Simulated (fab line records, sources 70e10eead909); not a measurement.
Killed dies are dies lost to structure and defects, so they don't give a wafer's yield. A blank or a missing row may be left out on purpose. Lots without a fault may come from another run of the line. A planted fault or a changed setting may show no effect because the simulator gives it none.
fab line records | flow nand_harc
record lots=7 wafers=21 last_day=32
route steps=1302 shown P_ZERO_WELL@68 P_STI@69 END@1302
lots that met no fault: from a run of the same line without faults
start_h: hours from the record's first day to the start of the lot's first wafer shown | wait_h: hours since the lot's step before | " the same as in the row above | L1.1+2: a row that stands for several wafers | - no value, or no start given | * or withheld: withheld | < > ~ a bound
route shown NAME@n: a module of which the file shows steps, and the number in the route of the first | usual: mean/standard deviation of fault-free wafers | same: alike in all rows | chamber/n: place in a boat | sites: the reading at each site | _std_site: their standard deviation | _edge_site: outer sites' mean less inner sites' | radius_mm: how far each site lies from the wafer's centre | mask NAME#n: copy n | behind: the tool/chamber that last shaped the wafer | hold: why the lot was held/for how many hours/how that ended | device: the transistor (n, p or np) that didn't switch | end of line: the same wafers' tests at the end of the route | a step without rows: its recipe alone | killed: dies lost to structure and defects at the first sort, not the wafer's yield | map: a wafer's dies, x killed, . not, _ none there
set.NAME: the setting as run; set.NAME@STEP: as run at that earlier step | model.NAME: the simulator's own value behind a step, which no gauge read
lots at some steps of the route; a table a step, a row a wafer
services: from which hour (start_h, from the record's first day; less than 0 if before it) a tool's chamber was out of use, for how many hours, and why
## steps
# step NHARC_P_ZERO_WELL_INSPECT_43
# usual raw_defect_count=14/7.5
# columns lot.wafer tool chamber start_h wait_h raw_defect_count
L642.1 defect_inspect-02 - 28.01 1.0 9
L642.2 " - " " 10
L642.6 " - " " 16
L648.4 defect_inspect-02 - 87.72 0.2 11
L648.5 " - " " 7
L648.6 " - " " 3
L649.2 defect_inspect-01 - 97.57 0.5 30
L649.4 " - " " 20
L649.6 " - " " 17
L658.1 defect_inspect-02 - 189.40 0.6 14
L658.2 " - " " 9
L658.6 " - " " 24
L659.3 defect_inspect-02 - 197.54 0.3 21
L659.4 " - " " 9
L659.5 " - " " 30
L661.2 defect_inspect-01 - 218.22 0.5 10
L661.3 " - " " 9
L661.4 " - " " 14
L662.2 defect_inspect-02 - 230.63 0.5 13
L662.3 " - " " 15
L662.5 " - " " 23
# step NHARC_P_STI_ETCH_26
# recipe target_depth_a=110 chemistry=dHF material=SiO2
# step NHARC_P_STI_PRECLEAN_27
# recipe time_s=* temp_c=50 bath_age_min=0 chemistry=SC1
# step NHARC_P_STI_SRD_28
# step NHARC_P_STI_OXIDE_29
# recipe target_thk_a=100 temp_c=900 ox_time_s=1362 material=SiO2
# step NHARC_P_STI_HM_DEP_30
# recipe target_thk_a=800 temp_c=790 pressure_mtorr=300 time_s=873 material=Si3N4
# step NHARC_P_STI_DEHYDRATE_01
# recipe temp_c=150 time_s=120
# step NHARC_P_STI_HMDS_02
# recipe time_s=30
# step NHARC_P_STI_COAT_41
# recipe temp_c=200 time_s=65
# step NHARC_P_STI_COAT_03
# recipe spin_rpm=2000 resist_thk_nm=600
# step NHARC_P_STI_SOFTBAKE_04
# recipe temp_c=125 time_s=70
# step NHARC_P_STI_EBR_05
# step NHARC_P_STI_EXPOSE_06
# recipe na=0.55 target_cd_nm=200 dose_mj=37.69 mask_id=P_STI
# usual exposure_dose_mJ_cm2=37.76/0.15
# columns lot.wafer tool chamber start_h wait_h mask exposure_dose_mJ_cm2
L642.1 krf_scanner-02 0 47.26 - P_STI#0 37.60
L642.2 " 0 " " P_STI#0 37.71
L642.6 " 0 " " P_STI#0 37.69
L648.4 krf_scanner-04 0 102.97 - P_STI#0 37.96
L648.5 " 0 " " P_STI#0 37.99
L648.6 " 0 " " P_STI#0 38.06
L649.2 krf_scanner-03 0 113.41 - P_STI#0 37.70
L649.4 " 0 " " P_STI#0 37.65
L649.6 " 0 " " P_STI#0 37.61
L658.1 krf_scanner-02 0 203.95 - P_STI#0 39.34
L658.2 " 0 " " P_STI#0 39.30
L658.6 " 0 " " P_STI#0 39.32
L659.3 krf_scanner-02 0 212.33 - P_STI#0 38.95
L659.4 " 0 " " P_STI#0 38.98
L659.5 " 0 " " P_STI#0 38.94
L661.2 krf_scanner-02 0 233.98 - P_STI#0 38.59
L661.3 " 0 " " P_STI#0 38.61
L661.4 " 0 " " P_STI#0 38.66
L662.2 krf_scanner-04 0 245.16 - P_STI#0 37.87
L662.3 " 0 " " P_STI#0 37.84
L662.5 " 0 " " P_STI#0 37.90
# step NHARC_P_STI_PEB_07
# recipe peb_temp_c=128 peb_time_s=80
# step NHARC_P_STI_DEVELOP_08
# recipe time_s=50 dev_temp_c=22
# step NHARC_P_STI_CD_MEAS_09
# recipe target_cd_nm=200 landing_energy_ev=500
# usual cd_nm=200.9/3
# columns lot.wafer tool chamber start_h wait_h cd_nm
L642.1 cd_sem-03 0 47.41 - 199.0
L642.2 " 0 " " 198.6
L642.6 " 0 " " 200.7
L648.4 cd_sem-02 0 103.11 - 199.7
L648.5 " 0 " " 198.8
L648.6 " 0 " " 202.2
L649.2 cd_sem-03 0 113.56 - 197.1
L649.4 " 0 " " 196.9
L649.6 " 0 " " 199.7
L658.1 cd_sem-03 0 204.10 - 211.9
L658.2 " 0 " " 210.7
L658.6 " 0 " " 209.1
L659.3 cd_sem-03 0 212.48 - 211.0
L659.4 " 0 " " 210.5
L659.5 " 0 " " 207.0
L661.2 cd_sem-02 0 234.12 - 203.2
L661.3 " 0 " " 205.4
L661.4 " 0 " " 202.5
L662.2 cd_sem-03 0 245.31 - 200.4
L662.3 " 0 " " 198.5
L662.5 " 0 " " 202.1
# step NHARC_P_STI_OVL_MEAS_10
# usual overlay_x_nm=0/4.8 overlay_y_nm=2/8.3
# columns lot.wafer tool chamber start_h wait_h overlay_x_nm overlay_y_nm
L642.1 overlay-01 - 47.50 - 5 14
L642.2 " - " " 4 13
L642.6 " - " " 5 14
L648.4 overlay-02 - 103.20 - -3 6
L648.5 " - " " -3 6
L648.6 " - " " -2 6
L649.2 overlay-02 - 113.65 - -3 -8
L649.4 " - " " -3 -9
L649.6 " - " " -3 -9
L658.1 overlay-02 - 204.19 - 3 -8
L658.2 " - " " 4 -8
L658.6 " - " " 4 -8
L659.3 overlay-02 - 212.56 - -5 -1
L659.4 " - " " -5 0
L659.5 " - " " -6 -1
L661.2 overlay-02 - 234.21 - 1 -2
L661.3 " - " " 1 -1
L661.4 " - " " 1 -1
L662.2 overlay-02 - 245.40 - 4 9
L662.3 " - " " 4 10
L662.5 " - " " 4 10
# step NHARC_P_STI_INSPECT_11
# usual raw_defect_count=6/3
# columns lot.wafer tool chamber start_h wait_h raw_defect_count
L642.1 defect_inspect-02 - 47.53 0.0 4
L642.2 " - " " 5
L642.6 " - " " 5
L648.4 defect_inspect-01 - 103.23 0.0 4
L648.5 " - " " 7
L648.6 " - " " 4
L649.2 defect_inspect-02 - 113.68 0.0 12
L649.4 " - " " 8
L649.6 " - " " 6
L658.1 defect_inspect-02 - 204.23 0.0 6
L658.2 " - " " 3
L658.6 " - " " 3
L659.3 defect_inspect-02 - 212.60 0.0 0
L659.4 " - " " 2
L659.5 " - " " 3
L661.2 defect_inspect-01 - 234.25 0.0 2
L661.3 " - " " 4
L661.4 " - " " 5
L662.2 defect_inspect-01 - 245.44 0.0 9
L662.3 " - " " 5
L662.5 " - " " 16
# step NHARC_P_STI_HARDBAKE_13
# recipe temp_c=118 time_s=65
# step NHARC_P_STI_DESCUM_14
# recipe time_s=3 o2_flow_sccm=200 ar_flow_sccm=0 bias_power_w=0 chemistry=O2
# usual drypump_motor_current_A=5.9/0.37 oes_product_au=0.999/0.012 rf_vpp_V=57.9/0.92 showerhead_plenum_p_Torr=1.94/0.088 throttle_valve_pct=11.310/0.009
# same time_s=3
# columns lot.wafer tool chamber start_h wait_h drypump_motor_current_A oes_product_au rf_hours_counter_h rf_vpp_V showerhead_plenum_p_Torr throttle_valve_pct model.P_STI.cd_nm
L642.1 rie_diel-10 3 47.69 - 6.2 0.985 6 59.0 1.84 11.320 199.4
L642.2 " 0 " " 5.5 1.015 6 57.9 2.02 11.321 197.9
L642.6 " 2 " " 5.6 0.989 - 59.3 2.03 11.322 200.4
L648.4 rie_diel-10 1 103.39 - 5.9 1.027 2 55.6 1.86 11.299 199.9
L648.6 " 2 " " 5.6 0.996 - 58.5 2.03 11.318 202.4
L648.5 " 3 " " 6.2 0.990 - 58.0 1.84 11.320 198.9
L649.4 rie_diel-07 1 113.82 - 6.4 1.010 13 57.7 1.93 11.310 197.4
L649.2 " 2 " " 5.7 1.007 15 56.6 1.79 11.304 196.9
L649.6 " 2 " " 5.7 1.012 - 55.7 1.79 11.298 199.6
L658.2 rie_diel-10 0 204.36 - 5.5 1.000 5 57.5 2.02 11.311 211.4
L658.1 " 2 " " 5.5 0.985 5 58.4 2.03 11.312 211.3
L658.6 " 2 " " 5.6 0.991 - 59.1 2.03 11.304 208.5
L659.4 rie_diel-07 1 212.75 - 6.4 0.995 9 57.6 1.93 11.303 211.8
L659.3 " 2 " " 5.7 1.005 5 56.8 1.79 11.299 211.5
L659.5 " 0 " " 6.1 0.982 - 57.8 2.05 11.319 205.8
L661.3 rie_diel-07 3 234.39 - 6.2 1.005 10 57.6 1.96 11.320 205.2
L661.2 " 0 " " 6.1 0.977 10 58.0 2.04 11.304 201.5
L661.4 " 1 " " 6.4 0.991 10 56.2 1.93 11.312 203.8
L662.2 rie_diel-07 3 245.58 - 6.1 0.995 11 58.3 1.96 11.301 199.8
L662.3 " 1 " " 6.4 0.988 11 59.1 1.93 11.313 198.9
L662.5 " 2 " " 5.7 1.008 - 56.1 1.78 11.310 202.9
# step NHARC_P_STI_ETCH_42
# recipe target_depth_a=800 overetch_a=240 time_s=61 ion_energy_ev=200 n2_flow_sccm=150 h2_flow_sccm=150 ar_flow_sccm=0 rf_w=400 bias_w=150 chemistry=N2/H2
# usual bias_w=150.0/0.43 drypump_motor_current_A=6.0/0.37 oes_product_au=1.000/0.014 rf_vpp_V=431.6/2.8 showerhead_plenum_p_Torr=2.08/0.094 throttle_valve_pct=14.172/0.0092
# same time_s=61
# columns lot.wafer tool chamber start_h wait_h bias_w drypump_motor_current_A oes_product_au rf_hours_counter_h rf_vpp_V showerhead_plenum_p_Torr throttle_valve_pct
L642.2 rie_diel-10 3 47.75 0.1 149.7 6.2 0.993 6 428.0 1.96 14.174
L642.1 " 1 " " 150.5 5.9 1.013 6 429.3 1.98 14.162
L642.6 " 3 " " 150.8 6.2 1.001 - 426.7 1.96 14.158
L648.4 rie_diel-10 0 103.47 0.1 149.5 5.5 0.988 2 435.0 2.16 14.165
L648.6 " 1 " " 149.8 5.9 1.026 - 429.6 1.98 14.161
L648.5 " 2 " " 151.2 5.6 1.011 - 433.5 2.17 14.174
L649.4 rie_diel-07 1 113.90 0.1 149.6 6.4 0.995 13 430.3 2.06 14.162
L649.2 " 2 " " 149.6 5.7 1.003 15 427.5 1.90 14.167
L649.6 " 2 " " 149.4 5.7 1.012 - 426.4 1.90 14.167
L658.1 rie_diel-10 1 204.47 0.1 149.9 5.9 1.005 5 428.5 1.98 14.169
L658.2 " 2 " " 149.6 5.6 0.983 5 434.9 2.17 14.168
L658.6 " 0 " " 150.6 5.5 1.006 - 432.4 2.16 14.178
L659.4 rie_diel-07 2 212.82 0.1 149.5 5.7 1.008 5 427.0 1.90 14.191
L659.3 " 3 " " 150.7 6.1 1.001 8 432.5 2.09 14.176
L659.5 " 1 " " 150.1 6.4 0.991 - 430.9 2.06 14.147
L661.2 rie_diel-07 0 234.47 0.1 150.4 6.1 0.976 10 434.7 2.18 14.175
L661.4 " 1 " " 149.7 6.4 0.976 10 431.0 2.06 14.170
L661.3 " 2 " " 149.7 5.7 1.003 6 427.5 1.90 14.175
L662.3 rie_diel-07 1 245.66 0.1 150.4 6.4 1.006 11 431.4 2.06 14.180
L662.2 " 3 " " 150.2 6.1 1.010 11 430.1 2.09 14.184
L662.5 " 1 " " 150.5 6.4 0.997 - 430.8 2.05 14.160
# step NHARC_P_STI_ETCH_31
# recipe target_depth_a=1089 time_s=54.5 cf4_flow_sccm=100 chf3_flow_sccm=30 ar_flow_sccm=0 rf_w=500 bias_w=200 chemistry=CF4/CHF3
# usual bias_w=200.0/0.61 drypump_motor_current_A=5.9/0.36 oes_product_au=0.964/0.016 rf_vpp_V=371.3/2.4 showerhead_plenum_p_Torr=1.59/0.068 throttle_valve_pct=16.801/0.0089
# same time_s=54.5
# columns lot.wafer tool chamber start_h wait_h bias_w drypump_motor_current_A oes_product_au rf_hours_counter_h rf_vpp_V showerhead_plenum_p_Torr throttle_valve_pct
L642.1 rie_diel-10 0 - - 200.2 5.5 0.953 6 373.4 1.66 16.807
L642.2 " 2 " " 199.9 5.6 0.921 6 373.5 1.67 16.816
L642.6 " 0 " " 198.6 5.5 0.952 - 373.8 1.66 16.792
L648.4 rie_diel-10 3 - - 198.2 6.2 0.939 2 369.9 1.52 16.802
L648.5 " 1 " " 199.0 5.9 0.980 - 370.4 1.53 16.802
L648.6 " 2 " " 199.8 5.6 0.945 - 375.5 1.67 16.796
L649.2 rie_diel-07 3 - - 199.0 6.1 0.950 14 371.7 1.61 16.809
L649.4 " 0 " " 200.1 6.2 0.956 14 373.4 1.68 16.806
L649.6 " 3 " " 199.8 6.1 0.958 - 371.9 1.61 16.796
L658.1 rie_diel-10 2 - - 200.3 5.6 0.968 5 373.2 1.67 16.791
L658.2 " 0 " " 199.7 5.5 0.971 5 374.4 1.66 16.791
L658.6 " 0 " " 200.3 5.5 0.964 - 374.3 1.66 16.800
L659.3 rie_diel-07 1 - - 201.0 6.4 0.963 9 371.3 1.59 16.805
L659.4 " 0 " " 200.9 6.1 0.933 8 375.1 1.68 16.795
L659.5 " 1 " " 200.4 6.4 0.965 - 371.0 1.58 16.810
L661.4 rie_diel-07 3 - - 198.9 6.1 0.961 10 372.9 1.61 16.786
L661.2 " 0 " " 199.7 6.1 0.945 10 375.0 1.68 16.799
L661.3 " 1 " " 200.8 6.4 0.956 10 370.1 1.58 16.793
L662.2 rie_diel-07 3 - - 199.3 6.1 0.961 11 372.3 1.61 16.814
L662.3 " 1 " " 200.5 6.4 0.966 11 371.1 1.58 16.803
L662.5 " 2 " " 199.7 5.7 0.970 - 366.5 1.47 16.807
# step NHARC_P_STI_ETCH_15
# recipe target_depth_a=3000 taper_deg=4 time_s=100.1 hbr_flow_sccm=150 cl2_flow_sccm=50 rf_w=400 icp_w=400 bias_w=100 chemistry=HBr/Cl2
# usual bias_w=100.0/0.35 drypump_motor_current_A=5.7/0.51 he_backside_leak_sccm=2.54/0.2 oes_product_au=0.997/0.013 throttle_valve_pct=26.406/0.0084
# same time_s=100.1
# columns lot.wafer tool chamber start_h wait_h bias_w drypump_motor_current_A he_backside_leak_sccm oes_product_au rf_hours_counter_h throttle_valve_pct model.P_STI.cd_nm
L642.2 rie_si-01 0 47.94 - 100.7 6.1 2.51 0.976 0.2 26.417 197
L642.1 " 3 " " 99.8 5.2 2.33 0.992 0.2 26.403 199.8
L642.6 " 0 " " 100.4 6.1 2.37 0.982 - 26.392 199.3
L648.4 rie_si-05 0 103.67 - 100.7 6.4 2.80 0.984 1.0 26.397 199.4
L648.5 " 2 " " 100.0 6.3 2.23 0.987 - 26.406 198.4
L648.6 " 3 " " 100.3 6.1 2.41 0.995 - 26.402 201.1
L649.2 rie_si-05 1 114.12 - 100.3 4.9 2.52 0.973 0.9 26.413 194.8
L649.4 " 2 " " 100.6 6.3 2.29 0.993 0.8 26.397 196.2
L649.6 " 3 " " 99.7 6.2 2.33 0.999 - 26.400 197.7
L658.2 rie_si-05 0 204.69 - 99.5 6.3 2.72 1.019 0.4 26.402 212
L658.1 " 2 " " 100.5 6.3 2.33 1.007 0.4 26.395 209.6
L658.6 " 3 " " 99.9 6.2 2.46 1.007 - 26.397 209.2
L659.3 rie_si-01 0 213.02 - 100.4 6.1 2.43 1.012 0.0 26.398 212.5
L659.4 " 1 " " 100.4 6.0 2.45 1.014 0.1 26.403 211
L659.5 " 3 " " 99.6 5.2 2.42 0.995 - 26.411 206.4
L661.3 rie_si-01 2 234.65 - 100.1 5.7 2.53 0.995 0.3 26.407 203.4
L661.2 " 0 " " 99.8 6.1 2.60 0.982 0.2 26.396 201.1
L661.4 " 1 " " 100.8 6.0 2.49 0.999 0.2 26.408 204
L662.2 rie_si-01 2 245.85 - 99.9 5.7 3.71 1.009 0.4 26.395 201
L662.3 " 1 " " 100.4 6.1 2.47 1.003 0.3 26.397 199
L662.5 " 2 " " 99.9 5.7 2.84 1.002 - 26.418 203.9
# step NHARC_P_STI_CD_MEAS_16
# usual cd_nm=201/3.5
# columns lot.wafer tool chamber start_h wait_h cd_nm
L642.1 cd_sem-03 - 48.10 - 199
L642.2 " - " " 197
L642.6 " - " " 199
L648.4 cd_sem-03 - 103.81 - 199
L648.5 " - " " 199
L648.6 " - " " 201
L649.2 cd_sem-02 - 114.25 - 195
L649.4 " - " " 196
L649.6 " - " " 198
L658.1 cd_sem-02 - 204.84 - 210
L658.2 " - " " 212
L658.6 " - " " 209
L659.3 cd_sem-03 - 213.18 - 213
L659.4 " - " " 211
L659.5 " - " " 206
L661.2 cd_sem-01 - 234.82 - 201
L661.3 " - " " 203
L661.4 " - " " 204
L662.2 cd_sem-01 - 246.01 - 201
L662.3 " - " " 199
L662.5 " - " " 204
# step NHARC_END_SORT_01
# recipe temp_c=25
# usual killed_at_array=59/17 killed_at_other=0.9/1.6 killed_at_periphery=3.7/2.3 killed_dies=64/17 killed_open=3.3/1.8 killed_short=2.4/1.6
# same gross_dies=677
# columns lot.wafer tool chamber start_h wait_h killed_at_array killed_at_other killed_at_periphery killed_dies killed_open killed_short
L642.1 prober-01 0 576.04 2.5 59 0 3 62 2 2
L642.2 prober-01 0 576.83 2.8 47 0 1 48 3 2
L642.6 prober-01 0 580.00 4.0 56 1 3 60 3 1
L649.2 prober-02 0 620.46 2.8 49 4 2 55 2 2
L649.4 prober-02 0 622.07 3.4 59 7 3 69 2 3
L649.6 prober-02 0 623.67 4.0 48 9 1 58 4 1
L658.6 prober-02 0 718.84 4.0 60 1 1 62 3 2
L659.3 prober-02 0 731.64 3.1 70 0 4 74 3 2
L659.4 prober-02 0 732.43 3.4 69 0 3 72 2 4
L659.5 prober-02 0 733.22 3.7 67 1 6 74 4 0
L661.3 prober-01 0 748.64 3.1 53 1 3 57 5 3
L661.4 prober-01 0 749.45 3.4 41 0 4 45 4 2
L662.2 prober-01 0 775.09 2.8 29 0 4 33 0 5
L662.3 prober-01 0 775.89 3.1 31 0 3 34 2 6
L662.5 prober-01 0 777.49 3.7 33 0 8 41 3 2
# killed by level:class
L642.1 A_CHANNEL_HOLE_D1:chamber_film_flake=28 A_CHANNEL_HOLE_D2:chamber_film_flake=21 A_CONTACT:chamber_film_flake=3 P_STI:chamber_film_flake=2 A_WL_FILL:chamber_film_flake=2 A_M1:chamber_film_flake=2 P_M0:geometric_particle:open=1 A_CHANNEL_HOLE_D1:geometric_particle:short=1
L642.2 A_CHANNEL_HOLE_D1:chamber_film_flake=19 A_CHANNEL_HOLE_D2:chamber_film_flake=18 A_WL_FILL:chamber_film_flake=3 A_WL_FILL:geometric_particle:open=2 A_CHANNEL_FILL_D1:geometric_particle:short=1 A_WL_FILL:geometric_particle:short=1 A_BLC:geometric_particle:open=1 P_ZERO_WELL:chamber_film_flake=1
L642.6 A_CHANNEL_HOLE_D1:chamber_film_flake=27 A_CHANNEL_HOLE_D2:chamber_film_flake=17 A_CONTACT:chamber_film_flake=6 P_GATE:geometric_particle:open=1 P_CONTACT:geometric_particle:open=1 A_CHANNEL_FILL_D1:geometric_particle:short=1 A_WL_FILL:geometric_particle:open=1 P_ZERO_WELL:chamber_film_flake=1
L649.2 A_SLIT:chamber_film_flake=29 A_CHANNEL_HOLE_D2:chamber_film_flake=9 THIN_TSV:chamber_film_flake=4 A_CONTACT:chamber_film_flake=3 A_CHANNEL_HOLE_D1:chamber_film_flake=2 A_WL_FILL:chamber_film_flake=2 P_CONTACT:geometric_particle:open=1 A_ONON_D1:geometric_particle:open=1
L649.4 A_SLIT:chamber_film_flake=28 A_CHANNEL_HOLE_D2:chamber_film_flake=11 THIN_TSV:chamber_film_flake=7 A_CONTACT:chamber_film_flake=5 A_CHANNEL_HOLE_D1:chamber_film_flake=4 A_STAIRCASE:chamber_film_flake=3 A_CHANNEL_HOLE_D1:geometric_particle:short=2 P_M1:chamber_film_flake=2
L649.6 A_SLIT:chamber_film_flake=24 THIN_TSV:chamber_film_flake=9 A_CHANNEL_HOLE_D2:chamber_film_flake=7 A_STAIRCASE:chamber_film_flake=4 A_WL_FILL:chamber_film_flake=3 A_CHANNEL_HOLE_D1:chamber_film_flake=2 A_ONON_D1:geometric_particle:open=1 A_CHANNEL_FILL_D1:geometric_particle:open=1
L658.6 A_CHANNEL_HOLE_D1:chamber_film_flake=29 A_CHANNEL_HOLE_D2:chamber_film_flake=18 A_CONTACT:chamber_film_flake=5 P_M1:geometric_particle:open=1 A_SOURCE_PLATE:geometric_particle:short=1 A_ONON_D1:geometric_particle:open=1 A_DECK1_JOINT:geometric_particle:open=1 A_WL_FILL:geometric_particle:short=1
L659.3 A_SLIT:chamber_film_flake=35 A_CHANNEL_HOLE_D1:chamber_film_flake=24 A_SGD_CUT:chamber_film_flake=3 A_ONON_D1:geometric_particle:short=2 A_CONTACT:chamber_film_flake=2 P_CONTACT:geometric_particle:open=1 A_CHANNEL_FILL_D1:geometric_particle:open=1 A_M0:geometric_particle:open=1
L659.4 A_SLIT:chamber_film_flake=33 A_CHANNEL_HOLE_D1:chamber_film_flake=22 A_WL_FILL:geometric_particle:short=2 A_STAIRCASE:chamber_film_flake=2 A_SGD_CUT:chamber_film_flake=2 A_CONTACT:chamber_film_flake=2 P_M0:geometric_particle:open=1 A_CHANNEL_FILL_D1:geometric_particle:short=1
L659.5 A_CHANNEL_HOLE_D1:chamber_film_flake=29 A_SLIT:chamber_film_flake=26 P_STI:chamber_film_flake=5 A_CONTACT:chamber_film_flake=5 A_CHANNEL_FILL_D1:geometric_particle:open=2 A_SGD_CUT:chamber_film_flake=2 A_ONON_D2:geometric_particle:open=1 A_CONTACT:geometric_particle:open=1
L661.3 A_CHANNEL_HOLE_D1:chamber_film_flake=29 A_SLIT:chamber_film_flake=8 P_CONTACT:geometric_particle:open=3 A_DECK1_JOINT:chamber_film_flake=3 A_STAIRCASE:chamber_film_flake=3 A_CONTACT:chamber_film_flake=3 A_ONON_D1:geometric_particle:short=2 A_ONON_D2:geometric_particle:open=1
L661.4 A_CHANNEL_HOLE_D1:chamber_film_flake=28 A_CONTACT:chamber_film_flake=5 A_SLIT:chamber_film_flake=3 A_CHANNEL_FILL_D1:geometric_particle:open=2 P_STI:geometric_particle:short=1 P_BONDPAD:geometric_particle:open=1 A_DECK1_JOINT:geometric_particle:short=1 A_CHANNEL_FILL_D2:geometric_particle:open=1
L662.2 A_CHANNEL_HOLE_D1:chamber_film_flake=13 A_SLIT:chamber_film_flake=6 A_CHANNEL_FILL_D2:geometric_particle:short=2 P_GATE:chamber_film_flake=2 P_M1:chamber_film_flake=2 A_CHANNEL_FILL_D1:geometric_particle:short=1 A_ONON_D2:geometric_particle:short=1 A_BLC:geometric_particle:short=1
L662.3 A_CHANNEL_HOLE_D1:chamber_film_flake=12 A_SLIT:chamber_film_flake=5 A_STAIRCASE:chamber_film_flake=3 A_ONON_D1:geometric_particle:short=2 A_WL_FILL:geometric_particle:short=2 P_M1:chamber_film_flake=2 A_CHANNEL_HOLE_D2:chamber_film_flake=2 A_ONON_D2:geometric_particle:open=1
L662.5 A_SLIT:chamber_film_flake=15 A_CHANNEL_HOLE_D1:chamber_film_flake=10 P_M1:chamber_film_flake=5 A_STAIRCASE:chamber_film_flake=2 P_M2:geometric_particle:short=1 A_WL_FILL:geometric_particle:short=1 A_CONTACT:geometric_particle:open=1 A_BLC:geometric_particle:open=1
## services
# columns tool chamber start_h hours kind
krf_scanner-03 - 29.78 2.5 repair
rie_si-01 3 37.18 2.9 repair
krf_scanner-03 - 52.00 4.0 pm
rie_diel-10 - 65.50 9.0 pm
rie_si-01 1 71.15 2.4 repair
rie_diel-07 1 77.06 8.7 repair
rie_diel-07 0 82.83 11.3 repair
krf_scanner-02 - 94.00 4.0 pm
rie_diel-07 3 96.60 10.5 repair
rie_diel-07 - 117.20 9.0 pm
rie_si-05 - 128.05 9.0 pm
rie_diel-07 2 172.51 33.3 repair
rie_diel-07 - 174.56 0.2 repair
krf_scanner-04 - 176.27 0.5 repair
rie_si-05 - 178.26 0.5 repair
rie_diel-10 2 178.31 1.4 repair
krf_scanner-04 - 182.00 4.0 pm
rie_si-01 0 185.86 8.9 repair
rie_diel-07 - 187.93 0.4 repair
rie_si-01 - 193.00 9.0 pm
rie_diel-10 3 195.13 11.9 repair
rie_diel-10 1 208.73 7.4 repair
rie_si-01 0 223.54 10.3 repair
rie_diel-10 - 242.50 9.0 pm
## key
first_sign step=NHARC_P_STI_EXPOSE_06 reading=exposure_dose_mJ_cm2 direction=up sigmas=8 usual=37.76 struck=38.97
effect step=NHARC_P_STI_CD_MEAS_09 reading=cd_nm direction=up sigmas=2.3 usual=200.9 struck=207.9 through=control_loop
effect step=NHARC_P_STI_CD_MEAS_16 reading=cd_nm direction=up sigmas=2 usual=201 struck=208 wafers_moved=6 through=control_loop
model_effect step=NHARC_P_STI_DESCUM_14 value=P_STI.cd_nm without=200.3 struck=207.9
model_effect step=NHARC_P_STI_ETCH_15 value=P_STI.cd_nm without=200.1 struck=207.7
met_at NHARC_P_STI_EXPOSE_06
struck_wafers L658.1,L658.2,L658.6,L659.3,L659.4,L659.5,L661.2,L661.3,L661.4
tester_left_out L658,L659,L661
loop_trim step=NHARC_P_STI_EXPOSE_06 setting=dose lots=L659,L661
onset_between 47.26 203.95
fault kind=process_parameter_drift tool=krf_scanner-02 chamber=- onset_h=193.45 steps=NHARC_P_STI_EXPOSE_06 channel=dose_mj offset=1.6211 shape=step acts_in=these_recipes_only stated=37.69
# tester_left_out: of these lots the tester's yield and bins aren't shown, on N5 and GAA mostly nor the transistor test; their killed dies are dies lost to structure and defects alone, not to doping, threshold or leakage, so they don't give the yield
# loop_trim: a control loop set the setting to another value than it would have without faults
